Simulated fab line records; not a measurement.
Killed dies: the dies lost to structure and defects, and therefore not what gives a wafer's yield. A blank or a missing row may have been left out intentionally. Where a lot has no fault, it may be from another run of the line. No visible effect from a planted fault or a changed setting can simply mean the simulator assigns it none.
The tool behind it: which one? || flow nand_harc || 36 wafers from 12 lots sampled at 5 of the route's 1159 steps

WHAT EACH GAUGE READ, for each wafer
NHARC_END_SORT_01.
{"lot": "L418", "measured": "day 19 19:59", "on": "prober-01", "killed_at_array": "33 26 29", "killed_at_other": "0 1 1", "killed_at_periphery": "3 1 3", "killed_dies": "36 28 33", "killed_open": "4 3 4", "killed_short": "1 3 2"}
{"lot": "L415", "measured": "day 20 01:25", "on": "prober-01", "killed_at_array": "24 37 24", "killed_at_other": "0 1 0", "killed_at_periphery": "5 1 2", "killed_dies": "29 39 26", "killed_open": "6 4 4", "killed_short": "1 2 1"}
{"lot": "L416", "measured": "day 20 16:59", "on": "prober-01", "killed_at_array": "21 26 27", "killed_at_other": "0 0 1", "killed_at_periphery": "5 3 5", "killed_dies": "26 29 33", "killed_open": "5 3 4", "killed_short": "2 4 2"}
{"lot": "L417", "measured": "day 20 09:11", "on": "prober-01", "killed_at_array": "16 15 9", "killed_at_other": "0 1 0", "killed_at_periphery": "4 3 4", "killed_dies": "20 19 13", "killed_open": "3 4 5", "killed_short": "3 2 0"}
{"lot": "L419", "measured": "day 20 17:45", "on": "prober-02", "killed_at_array": "18 27 26", "killed_at_other": "0 0 0", "killed_at_periphery": "4 7 5", "killed_dies": "22 34 31", "killed_open": "6 5 6", "killed_short": "3 4 3"}
{"lot": "L421", "measured": "day 21 16:07", "on": "prober-01", "killed_at_array": "32 26 27", "killed_at_other": "1 0 0", "killed_at_periphery": "0 3 3", "killed_dies": "33 29 30", "killed_open": "2 4 4", "killed_short": "2 1 2"}
{"lot": "L426", "measured": "day 21 15:22", "on": "prober-02", "killed_at_array": "31 19 34", "killed_at_other": "2 0 1", "killed_at_periphery": "2 6 5", "killed_dies": "35 25 40", "killed_open": "2 3 5", "killed_short": "4 2 5"}
{"lot": "L430", "measured": "day 22 23:22", "on": "prober-01", "killed_at_array": "30 33 295", "killed_at_other": "0 0 0", "killed_at_periphery": "3 3 5", "killed_dies": "33 36 300", "killed_open": "2 4 4", "killed_short": "1 2 0"}
{"lot": "L434", "measured": "day 23 22:02", "on": "prober-01", "killed_at_array": "55 45 45", "killed_at_other": "0 3 0", "killed_at_periphery": "3 1 6", "killed_dies": "58 49 51", "killed_open": "4 4 0", "killed_short": "1 0 0"}
{"lot": "L437", "measured": "day 24 11:25", "on": "prober-02", "killed_at_array": "33 46 45", "killed_at_other": "1 0 0", "killed_at_periphery": "5 3 3", "killed_dies": "39 49 48", "killed_open": "5 3 6", "killed_short": "3 5 2"}
{"lot": "L436", "measured": "day 24 19:11", "on": "prober-01", "killed_at_array": "41 32 37", "killed_at_other": "0 0 1", "killed_at_periphery": "1 2 2", "killed_dies": "42 34 40", "killed_open": "5 2 3", "killed_short": "3 1 1"}
{"lot": "L438", "measured": "day 24 19:13", "on": "prober-02", "killed_at_array": "28 24 28", "killed_at_other": "0 0 0", "killed_at_periphery": "1 2 3", "killed_dies": "29 26 31", "killed_open": "3 1 5", "killed_short": "4 3 2"}

TOOL THAT RAN EACH LOT (tool first, then ch and the chambers of the sampled wafers, then the start)
{"lot": "L418", "NHARC_A_CONTACT_DEP_84": "acl_dep-02 ch 0, day 17 05:53", "NHARC_A_CONTACT_ETCH_31": "rie_diel-11 ch 2,3, day 17 07:57", "NHARC_A_CONTACT_ETCH_135": "har_cap_etch-01 ch 0,1, day 17 08:34", "NHARC_A_CONTACT_ETCH_92": "rie_diel-06 ch 0,2,3, day 17 09:27"}
{"lot": "L415", "NHARC_A_CONTACT_DEP_84": "acl_dep-01 ch 0, day 17 09:37", "NHARC_A_CONTACT_ETCH_31": "rie_diel-11 ch 1,2,3, day 17 12:50", "NHARC_A_CONTACT_ETCH_135": "har_cap_etch-02 ch 0,1, day 17 13:26", "NHARC_A_CONTACT_ETCH_92": "rie_diel-11 ch 1,2,3, day 17 14:19"}
{"lot": "L416", "NHARC_A_CONTACT_DEP_84": "acl_dep-01 ch 0, day 17 10:52", "NHARC_A_CONTACT_ETCH_31": "rie_diel-06 ch 0,2, day 17 13:39", "NHARC_A_CONTACT_ETCH_135": "har_cap_etch-01 ch 0, day 17 14:14", "NHARC_A_CONTACT_ETCH_92": "rie_diel-06 ch 0,3, day 17 15:07"}
{"lot": "L417", "NHARC_A_CONTACT_DEP_84": "acl_dep-01 ch 0, day 17 13:56", "NHARC_A_CONTACT_ETCH_31": "rie_diel-11 ch 0,2, day 17 16:58", "NHARC_A_CONTACT_ETCH_135": "har_cap_etch-01 ch 0,1, day 17 17:31", "NHARC_A_CONTACT_ETCH_92": "rie_diel-11 ch 1,2,3, day 17 18:27"}
{"lot": "L419", "NHARC_A_CONTACT_DEP_84": "acl_dep-03 ch 0, day 17 14:50", "NHARC_A_CONTACT_ETCH_31": "rie_diel-09 ch 2,3, day 17 18:13", "NHARC_A_CONTACT_ETCH_135": "har_cap_etch-03 ch 0, day 17 18:49", "NHARC_A_CONTACT_ETCH_92": "rie_diel-09 ch 0,1,3, day 17 19:43"}
{"lot": "L421", "NHARC_A_CONTACT_DEP_84": "acl_dep-01 ch 0, day 18 02:28", "NHARC_A_CONTACT_ETCH_31": "rie_diel-09 ch 1,3, day 18 07:03", "NHARC_A_CONTACT_ETCH_135": "har_cap_etch-03 ch 0,1, day 18 07:40", "NHARC_A_CONTACT_ETCH_92": "rie_diel-09 ch 1,3, day 18 08:34"}
{"lot": "L426", "NHARC_A_CONTACT_DEP_84": "acl_dep-03 ch 0, day 19 06:35", "NHARC_A_CONTACT_ETCH_31": "rie_diel-09 ch 0,2, day 19 09:10", "NHARC_A_CONTACT_ETCH_135": "har_cap_etch-03 ch 0,1, day 19 09:46", "NHARC_A_CONTACT_ETCH_92": "rie_diel-11 ch 0,1,3, day 19 10:43"}
{"lot": "L430", "NHARC_A_CONTACT_DEP_84": "acl_dep-03 ch 0, day 20 14:11", "NHARC_A_CONTACT_ETCH_31": "rie_diel-11 ch 0,1,2, day 20 17:01", "NHARC_A_CONTACT_ETCH_135": "har_cap_etch-02 ch 0,1, day 20 17:35", "NHARC_A_CONTACT_ETCH_92": "rie_diel-09 ch 0,1, day 20 18:28"}
{"lot": "L434", "NHARC_A_CONTACT_DEP_84": "acl_dep-03 ch 0, day 21 05:23", "NHARC_A_CONTACT_ETCH_31": "rie_diel-09 ch 1,2,3, day 21 07:42", "NHARC_A_CONTACT_ETCH_135": "har_cap_etch-02 ch 0,1, day 21 08:17", "NHARC_A_CONTACT_ETCH_92": "rie_diel-11 ch 0,3, day 21 09:07"}
{"lot": "L437", "NHARC_A_CONTACT_DEP_84": "acl_dep-03 ch 0, day 22 06:27", "NHARC_A_CONTACT_ETCH_31": "rie_diel-09 ch 1,3, day 22 09:01", "NHARC_A_CONTACT_ETCH_135": "har_cap_etch-01 ch 0,1, day 22 09:37", "NHARC_A_CONTACT_ETCH_92": "rie_diel-11 ch 2,3, day 22 10:28"}
{"lot": "L436", "NHARC_A_CONTACT_DEP_84": "acl_dep-03 ch 0, day 22 09:27", "NHARC_A_CONTACT_ETCH_31": "rie_diel-09 ch 0,1,3, day 22 12:02", "NHARC_A_CONTACT_ETCH_135": "har_cap_etch-01 ch 0,1, day 22 12:38", "NHARC_A_CONTACT_ETCH_92": "rie_diel-06 ch 0,2,3, day 22 13:34"}
{"lot": "L438", "NHARC_A_CONTACT_DEP_84": "acl_dep-03 ch 0, day 22 11:57", "NHARC_A_CONTACT_ETCH_31": "rie_diel-09 ch 0,1,2, day 22 14:41", "NHARC_A_CONTACT_ETCH_135": "har_cap_etch-02 ch 0,1, day 22 15:14", "NHARC_A_CONTACT_ETCH_92": "rie_diel-09 ch 0,1,2, day 22 16:07"}
- NHARC_A_CONTACT_DEP_84: deposits aC, target thk 2000 nm.
- NHARC_A_CONTACT_ETCH_31: etches the open film in O2/COS, target depth 2000 nm, time 520 s.
- NHARC_A_CONTACT_ETCH_135: etches the open film in C4F8/O2/Ar, time 132 s, target depth 1287 nm.
- NHARC_A_CONTACT_ETCH_92: etches the open film in CH3F/O2, target depth 40 nm, time 85.7 s.

WHAT THE TOOLS THEMSELVES READ (means of the sampled wafers that have a number; where no wafer has one, the mark that the record gives instead)
NHARC_A_CONTACT_DEP_84.
{"lot": "L418", "tool": "acl_dep-02", "throttle_valve_pct (%)": 35.002}
{"lot": "L415", "tool": "acl_dep-01", "throttle_valve_pct (%)": 35.004}
{"lot": "L416", "tool": "acl_dep-01", "throttle_valve_pct (%)": 35.005}
{"lot": "L417", "tool": "acl_dep-01", "throttle_valve_pct (%)": 34.992}
{"lot": "L419", "tool": "acl_dep-03", "throttle_valve_pct (%)": 35.001}
{"lot": "L421", "tool": "acl_dep-01", "throttle_valve_pct (%)": 35.009}
{"lot": "L426", "tool": "acl_dep-03", "throttle_valve_pct (%)": 35.000}
{"lot": "L430", "tool": "acl_dep-03", "throttle_valve_pct (%)": 34.998}
{"lot": "L434", "tool": "acl_dep-03", "throttle_valve_pct (%)": 34.992}
{"lot": "L437", "tool": "acl_dep-03", "throttle_valve_pct (%)": 35.006}
{"lot": "L436", "tool": "acl_dep-03", "throttle_valve_pct (%)": 35.000}
{"lot": "L438", "tool": "acl_dep-03", "throttle_valve_pct (%)": 35.006}

NHARC_A_CONTACT_ETCH_31.
{"lot": "L418", "tool": "rie_diel-11", "drypump_motor_current_A (A)": 5.5, "oes_product_au (a.u.)": 0.996, "rf_vpp_V (V)": 316.6, "run_length_s (s)": 541.2, "showerhead_plenum_p_Torr (Torr)": 3.29, "throttle_valve_pct (%)": 28.329}
{"lot": "L415", "tool": "rie_diel-11", "drypump_motor_current_A (A)": 5.6, "oes_product_au (a.u.)": 0.988, "rf_vpp_V (V)": 316.1, "run_length_s (s)": 541.4, "showerhead_plenum_p_Torr (Torr)": 3.26, "throttle_valve_pct (%)": 28.334}
{"lot": "L416", "tool": "rie_diel-06", "drypump_motor_current_A (A)": 5.4, "oes_product_au (a.u.)": 0.998, "rf_vpp_V (V)": 311.8, "run_length_s (s)": 541.0, "showerhead_plenum_p_Torr (Torr)": 2.99, "throttle_valve_pct (%)": 28.318}
{"lot": "L417", "tool": "rie_diel-11", "drypump_motor_current_A (A)": 5.3, "oes_product_au (a.u.)": 1.001, "rf_vpp_V (V)": 314.4, "run_length_s (s)": 541.2, "showerhead_plenum_p_Torr (Torr)": 3.13, "throttle_valve_pct (%)": 28.329}
{"lot": "L419", "tool": "rie_diel-09", "drypump_motor_current_A (A)": 6.3, "oes_product_au (a.u.)": 0.997, "rf_vpp_V (V)": 315.1, "run_length_s (s)": 541.2, "showerhead_plenum_p_Torr (Torr)": 3.16, "throttle_valve_pct (%)": 28.334}
{"lot": "L421", "tool": "rie_diel-09", "drypump_motor_current_A (A)": 6.1, "oes_product_au (a.u.)": 0.993, "rf_vpp_V (V)": 314.9, "run_length_s (s)": 540.8, "showerhead_plenum_p_Torr (Torr)": 3.15, "throttle_valve_pct (%)": 28.336}
{"lot": "L426", "tool": "rie_diel-09", "drypump_motor_current_A (A)": 5.7, "oes_product_au (a.u.)": 1.000, "rf_vpp_V (V)": 314.8, "run_length_s (s)": 542.0, "showerhead_plenum_p_Torr (Torr)": 3.13, "throttle_valve_pct (%)": 28.328}
{"lot": "L430", "tool": "rie_diel-11", "drypump_motor_current_A (A)": 5.4, "oes_product_au (a.u.)": 1.004, "rf_vpp_V (V)": 314.5, "run_length_s (s)": 501.1, "showerhead_plenum_p_Torr (Torr)": 3.13, "throttle_valve_pct (%)": 28.332}
{"lot": "L434", "tool": "rie_diel-09", "drypump_motor_current_A (A)": 6.1, "oes_product_au (a.u.)": 0.993, "rf_vpp_V (V)": 314.4, "run_length_s (s)": 541.2, "showerhead_plenum_p_Torr (Torr)": 3.14, "throttle_valve_pct (%)": 28.336}
{"lot": "L437", "tool": "rie_diel-09", "drypump_motor_current_A (A)": 6.1, "oes_product_au (a.u.)": 0.992, "rf_vpp_V (V)": 313.8, "run_length_s (s)": 540.7, "showerhead_plenum_p_Torr (Torr)": 3.14, "throttle_valve_pct (%)": 28.330}
{"lot": "L436", "tool": "rie_diel-09", "drypump_motor_current_A (A)": 5.6, "oes_product_au (a.u.)": 0.995, "rf_vpp_V (V)": 313.5, "run_length_s (s)": 540.9, "showerhead_plenum_p_Torr (Torr)": 3.11, "throttle_valve_pct (%)": 28.325}
{"lot": "L438", "tool": "rie_diel-09", "drypump_motor_current_A (A)": 5.6, "oes_product_au (a.u.)": 0.999, "rf_vpp_V (V)": 313.3, "run_length_s (s)": 541.4, "showerhead_plenum_p_Torr (Torr)": 3.12, "throttle_valve_pct (%)": 28.336}

NHARC_A_CONTACT_ETCH_92.
{"lot": "L418", "tool": "rie_diel-06", "drypump_motor_current_A (A)": 5.6, "oes_product_au (a.u.)": 0.922, "rf_vpp_V (V)": 244.7, "run_length_s (s)": 106.9, "showerhead_plenum_p_Torr (Torr)": 2.42, "throttle_valve_pct (%)": 20.667}
{"lot": "L415", "tool": "rie_diel-11", "drypump_motor_current_A (A)": 5.6, "oes_product_au (a.u.)": 0.933, "rf_vpp_V (V)": 246.9, "run_length_s (s)": 107.2, "showerhead_plenum_p_Torr (Torr)": 2.57, "throttle_valve_pct (%)": 20.673}
{"lot": "L416", "tool": "rie_diel-06", "drypump_motor_current_A (A)": 5.9, "oes_product_au (a.u.)": 0.920, "rf_vpp_V (V)": 243.4, "run_length_s (s)": 106.8, "showerhead_plenum_p_Torr (Torr)": 2.41, "throttle_valve_pct (%)": 20.667}
{"lot": "L417", "tool": "rie_diel-11", "drypump_motor_current_A (A)": 5.6, "oes_product_au (a.u.)": 0.925, "rf_vpp_V (V)": 245.5, "run_length_s (s)": 107.0, "showerhead_plenum_p_Torr (Torr)": 2.57, "throttle_valve_pct (%)": 20.662}
{"lot": "L419", "tool": "rie_diel-09", "drypump_motor_current_A (A)": 5.6, "oes_product_au (a.u.)": 0.922, "rf_vpp_V (V)": 244.0, "run_length_s (s)": 106.4, "showerhead_plenum_p_Torr (Torr)": 2.47, "throttle_valve_pct (%)": 20.663}
{"lot": "L421", "tool": "rie_diel-09", "drypump_motor_current_A (A)": 6.0, "oes_product_au (a.u.)": 0.932, "rf_vpp_V (V)": 244.8, "run_length_s (s)": 106.5, "showerhead_plenum_p_Torr (Torr)": 2.48, "throttle_valve_pct (%)": 20.664}
{"lot": "L426", "tool": "rie_diel-11", "drypump_motor_current_A (A)": 5.5, "oes_product_au (a.u.)": 0.928, "rf_vpp_V (V)": 244.0, "run_length_s (s)": 107.0, "showerhead_plenum_p_Torr (Torr)": 2.49, "throttle_valve_pct (%)": 20.675}
{"lot": "L430", "tool": "rie_diel-09", "drypump_motor_current_A (A)": 5.1, "oes_product_au (a.u.)": 0.917, "rf_vpp_V (V)": 243.5, "run_length_s (s)": 106.8, "showerhead_plenum_p_Torr (Torr)": 2.44, "throttle_valve_pct (%)": 20.657}
{"lot": "L434", "tool": "rie_diel-11", "drypump_motor_current_A (A)": 5.3, "oes_product_au (a.u.)": 0.923, "rf_vpp_V (V)": 244.3, "run_length_s (s)": 106.7, "showerhead_plenum_p_Torr (Torr)": 2.41, "throttle_valve_pct (%)": 20.667}
{"lot": "L437", "tool": "rie_diel-11", "drypump_motor_current_A (A)": 5.5, "oes_product_au (a.u.)": 1.006, "rf_vpp_V (V)": 246.8, "run_length_s (s)": 107.0, "showerhead_plenum_p_Torr (Torr)": 2.58, "throttle_valve_pct (%)": 20.666}
{"lot": "L436", "tool": "rie_diel-06", "drypump_motor_current_A (A)": 5.6, "oes_product_au (a.u.)": 0.921, "rf_vpp_V (V)": 245.9, "run_length_s (s)": 107.1, "showerhead_plenum_p_Torr (Torr)": 2.53, "throttle_valve_pct (%)": 20.659}
{"lot": "L438", "tool": "rie_diel-09", "drypump_motor_current_A (A)": 5.6, "oes_product_au (a.u.)": 0.918, "rf_vpp_V (V)": 244.3, "run_length_s (s)": 107.2, "showerhead_plenum_p_Torr (Torr)": 2.45, "throttle_valve_pct (%)": 20.666}

THE ANSWER, worked out from the rows above alone
Rule: the usual values come from the lots themselves. Put in order of their means at a reading, lots are off if they are a third of the lots or fewer, leave a main group of 4 or more, and stand apart from it by a gap of 3 or more times the standard deviation of the main group's means; of several such gaps the widest counts. Not used: any main group whose means are identical at the precision the tables above print for the reading. A lot without any number at a reading at which 4 lots or more have one is off too. Any other lot the step has rows for is counted as sound. After the gauges, taken in route order, come the tools' own readings; for these a lot's mean is taken, as printed above. At the first step where some lot is off, the reading lying furthest off is the one used; lots without a number count as furthest.
Off: L430 (NHARC_END_SORT_01, killed_at_array). The main group has a mean of 30 with a standard deviation of 8.9.
If a tool, at a process step before that reading, ran all the lots that are off and no sound lot after the first of them, it fits. Not tried: the gauges at NHARC_END_SORT_01; whatever is off there is also off at NHARC_A_CONTACT_ETCH_31, on other tools, and gauge error can't account for it. One fits: rie_diel-11 at NHARC_A_CONTACT_ETCH_31. Its last sound lot is L417 (day 17 16:58), its first lot that is off L430 (day 20 17:01): a fault that began between those two fits.
The tool's own readings at NHARC_A_CONTACT_ETCH_31 bear it out: on the lots that are off they differ by more than 5 times the standard deviation of the sound lots' means. run_length_s reads 501.1 s there against 541.2 s on the sound lots.

WHAT HAD BEEN PUT IN BY THE SIMULATOR
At NHARC_A_CONTACT_ETCH_31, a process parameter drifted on rie_diel-11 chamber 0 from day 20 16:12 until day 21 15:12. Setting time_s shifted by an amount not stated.
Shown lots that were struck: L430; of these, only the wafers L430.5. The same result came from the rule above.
